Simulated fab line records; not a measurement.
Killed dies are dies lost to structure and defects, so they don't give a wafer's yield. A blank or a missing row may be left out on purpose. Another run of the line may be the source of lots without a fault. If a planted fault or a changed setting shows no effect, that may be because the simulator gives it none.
The tool behind it: which one? :: flow nand harc :: 7 lots with 21 wafers sampled at 5 steps, on a route of 1159 steps

WHAT THE GAUGES SHOWED, per wafer
NHARC_A_ONON_D1_THK_MEAS_18: measures by ellipsometry.
lot: L896
measured: day 8 07:41
on: film metro-02
thk nm (nm): 986 985 986

lot: L898
measured: day 8 07:42
on: film metro-02
thk nm (nm): 1008 1009 1009

lot: L900
measured: day 8 17:36
on: film metro-01
thk nm (nm): 1026 1027 1028

lot: L902
measured: day 9 11:05
on: film metro-02
thk nm (nm): 993 993 993

lot: L904
measured: day 10 14:44
on: film metro-02
thk nm (nm): 1016 1013 1017

lot: L905
measured: day 11 03:14
on: film metro-01
thk nm (nm): 1019 1021 1023

lot: L913
measured: day 12 07:04
on: film metro-01
thk nm (nm): 996 525 996

WHAT TOOL EACH LOT RAN ON (gives the tool, then ch and the chambers of the sampled wafers, and finally the start)
lot: L896
NHARC_P_BONDPAD_ANNEAL_28: rtp anneal-02 ch 0, day 6 19:48
NHARC_P_BONDPAD_ACTIVATE_29: rie diel-02 ch 1,2,3, day 6 20:45
NHARC_A_ZERO_WELL_RTA_16: rtp anneal-01 ch 0, day 6 23:13
NHARC_A_ONON_D1_DEP_16: pecvd onon-03 ch 0, day 8 07:11

lot: L898
NHARC_P_BONDPAD_ANNEAL_28: rtp anneal-01 ch 0, day 6 21:25
NHARC_P_BONDPAD_ACTIVATE_29: rie diel-02 ch 0,1,2, day 6 22:17
NHARC_A_ZERO_WELL_RTA_16: rtp anneal-02 ch 0, day 7 00:59
NHARC_A_ONON_D1_DEP_16: pecvd onon-04 ch 0, day 8 07:19

lot: L900
NHARC_P_BONDPAD_ANNEAL_28: rtp anneal-02 ch 0, day 7 08:02
NHARC_P_BONDPAD_ACTIVATE_29: rie diel-11 ch 1,2, day 7 08:56
NHARC_A_ZERO_WELL_RTA_16: rtp anneal-02 ch 0, day 7 11:29
NHARC_A_ONON_D1_DEP_16: pecvd onon-04 ch 0, day 8 17:09

lot: L902
NHARC_P_BONDPAD_ANNEAL_28: rtp anneal-02 ch 0, day 8 02:29
NHARC_P_BONDPAD_ACTIVATE_29: rie diel-02 ch 0,1,3, day 8 03:22
NHARC_A_ZERO_WELL_RTA_16: rtp anneal-02 ch 0, day 8 05:48
NHARC_A_ONON_D1_DEP_16: pecvd onon-02 ch 0, day 9 10:38

lot: L904
NHARC_P_BONDPAD_ANNEAL_28: rtp anneal-02 ch 0, day 9 04:11
NHARC_P_BONDPAD_ACTIVATE_29: rie diel-02 ch 0,3, day 9 05:08
NHARC_A_ZERO_WELL_RTA_16: rtp anneal-02 ch 0, day 9 07:43
NHARC_A_ONON_D1_DEP_16: pecvd onon-03 ch 0, day 10 14:14

lot: L905
NHARC_P_BONDPAD_ANNEAL_28: rtp anneal-02 ch 0, day 9 17:40
NHARC_P_BONDPAD_ACTIVATE_29: rie diel-13 ch 0,1,2, day 9 18:35
NHARC_A_ZERO_WELL_RTA_16: rtp anneal-02 ch 0, day 9 21:09
NHARC_A_ONON_D1_DEP_16: pecvd onon-03 ch 0, day 11 02:47

lot: L913
NHARC_P_BONDPAD_ANNEAL_28: rtp anneal-01 ch 0, day 10 21:19
NHARC_P_BONDPAD_ACTIVATE_29: rie diel-02 ch 0,1,3, day 10 22:14
NHARC_A_ZERO_WELL_RTA_16: rtp anneal-01 ch 0, day 11 00:40
NHARC_A_ONON_D1_DEP_16: pecvd onon-04 ch 0, day 12 06:37
- NHARC_P_BONDPAD_ANNEAL_28: time 90 s.
- NHARC_P_BONDPAD_ACTIVATE_29: chemistry N2, time 60 s.
- NHARC_A_ZERO_WELL_RTA_16: time 10 s.
- NHARC_A_ONON_D1_DEP_16: target thk 1000 nm.

THE ANSWER, worked out from the rows above alone
Rule: the lots themselves supply what counts as usual. The widest of any qualifying gaps counts: lots, ordered by their means at a reading, are off when they make up no more than a third of the lots, leave a main group of 4 or more, and stand apart from it by 3 or more times the standard deviation of that group's means. A main group whose means are all the same, to the digits that the tables above print for the reading, isn't used. Also off: a lot with no number at a reading for which 4 or more lots have one. The other lots that the step has rows for count as sound.
Off: L913, at NHARC_A_ONON_D1_THK_MEAS_18 (thk nm). The main group has a mean of 1008 nm with a standard deviation of 15.
If a tool, at a process step before that reading, ran all the lots that are off and no sound lot after the first of them, it fits. The gauges at NHARC_A_ONON_D1_THK_MEAS_18 are tried like those tools. Can't be told from this: 4 tools fit, rtp anneal-01 at NHARC_P_BONDPAD_ANNEAL_28 and NHARC_A_ZERO_WELL_RTA_16, rie diel-02 at NHARC_P_BONDPAD_ACTIVATE_29, pecvd onon-04 at NHARC_A_ONON_D1_DEP_16, film metro-01 at NHARC_A_ONON_D1_THK_MEAS_18.

WHAT THE SIMULATOR PUT IN
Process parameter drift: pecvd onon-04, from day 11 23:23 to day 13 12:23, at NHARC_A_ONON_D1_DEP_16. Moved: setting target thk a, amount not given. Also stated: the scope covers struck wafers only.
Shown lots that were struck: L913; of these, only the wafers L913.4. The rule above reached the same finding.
